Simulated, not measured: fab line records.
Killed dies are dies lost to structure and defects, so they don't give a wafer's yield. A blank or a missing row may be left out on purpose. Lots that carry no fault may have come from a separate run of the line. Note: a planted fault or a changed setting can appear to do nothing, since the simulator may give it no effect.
A lot that was struck, set against a sound lot :: flow n5-finfet :: 18 steps out of a route of 1938
Sound: the wafers L513.4, L513.5, L513.6. Wafers L527.3, L527.4, L527.6 were the ones struck. At the end, the cause is stated.
For every step that has rows: the tool of each side, followed by ch and its chambers, followed by its first start. Under that, the readings that differ: sound wafers :: struck wafers :: difference of the means :: sigmas: that difference in standard deviations of wafers without a fault.
alike: words and numbers the same on both sides, and readings whose means are apart by under 2 such deviations; not compared: readings that were withheld, readings missing a value for some wafer, numbers with overlapping values and no deviation given by the record, and bounds like >300 which may hide the same value.
A row with sigmas, a row that says differs or no value, or rows on one side alone: a step with any of these is where the two part. Numbers that don't overlap but have no deviation are shown without sigmas and don't part them. Lack of a reading on every wafer of one side parts them only where that side has two or more wafers.

N5_BEOL_M13_THK_MEAS_50: measures by xrf.
  sound on film-metro-02 at day 12 04:06; struck on film-metro-01 at day 15 12:28
  alike: M13_THK
then, 1 step without rows for these wafers: N5_BEOL_M13_PRE_CLEAN_52 (time 15 s).
N5_BEOL_M13_DEP_53: deposits SiCN from 3MS/NH3, target thk 50 nm, time 17.8 s.
  sound on pecvd-04 ch 0,1,2, day 12 04:11; struck on pecvd-01 ch 0,1,2, day 15 12:32
  alike: showerhead-plenum-p-Torr, throttle-valve-pct
N5_BEOL_M13_RS_MEAS_54: measures by four-point-probe.
  sound on film-metro-01 at day 12 04:14; struck on film-metro-02 at day 15 12:35
  alike: M13_RS
N5_BEOL_M13_INSPECT_55: inspects for defects (darkfield).
  sound on defect-inspect-02 at day 12 04:16; struck on defect-inspect-01 at day 15 12:37
  alike: raw-defect-count
N5_BEOL_M14_ILD_DEP_00: deposits SiO2 from TEOS/O2, target thk 1119.3 nm, time 237.4 s.
  sound on pecvd-02 ch 0,1,2, day 12 04:22; struck on pecvd-01 ch 1,2, day 15 12:40
  alike: heater-power-w, showerhead-plenum-p-Torr, throttle-valve-pct
N5_BEOL_M14_THK_MEAS_01:
  sound on film-metro-02 at day 12 04:29; struck on film-metro-02 at day 15 12:51
  alike: M14_ILD_THK
then, 5 steps without rows for these wafers: N5_BEOL_M14_COAT_58 (time 60 s, resist thk 89 nm); N5_BEOL_M14_COAT_04 (resist thk 800 nm); N5_BEOL_M14_EBR_06; N5_BEOL_M14_SOFTBAKE_05 (time 60 s); N5_BEOL_M14_EXPOSE_07 (exposes mask V13).
N5_BEOL_M14_PEB_08: peb time 90 s.
  sound on litho-track-03 ch 0, day 12 04:48; struck on litho-track-01 ch 0, day 15 13:02
reading: heater-power-total-W (W)
sound: 171.1 172.4 172.1
struck: 176.8 175.1 175.8
difference: +4.0
sigmas: +5

reading: plate-temp-C (C)
sound: 129.90 129.80 129.87
struck: 131.85 131.71 131.89
difference: +1.96
sigmas: +14
then, 2 steps without rows for these wafers: N5_BEOL_M14_DEVELOP_09 (develop time 45 s); N5_BEOL_M14_HARDBAKE_14 (time 120 s).
N5_BEOL_M14_CD_MEAS_10: target cd 250 nm.
  sound on cd-sem-01 ch 0, day 12 04:55; struck on cd-sem-02 ch 0, day 15 13:09
reading: cd-nm (nm)
sound: 250.1 251.4 251.1
struck: 260.3 258.6 257.1
difference: +7.8
sigmas: +5
N5_BEOL_M14_OVL_MEAS_11:
  sound on overlay-01 ch 0, day 12 04:56; struck on overlay-02 ch 0, day 15 13:11
  alike: V13_OVL
next, for these wafers, 1 step has no rows: N5_PASSIVATION_PROBE_49.

## WHERE THEY PART
At N5_BEOL_M14_PEB_08 first; at N5_BEOL_M14_CD_MEAS_10 last (within this record only). Later steps at which nothing parts them and some readings are alike: N5_BEOL_M14_OVL_MEAS_11.

WHY: the cause the simulator had injected
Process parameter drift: litho-track-01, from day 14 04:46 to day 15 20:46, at N5_BEOL_M14_PEB_08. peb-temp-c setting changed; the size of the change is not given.
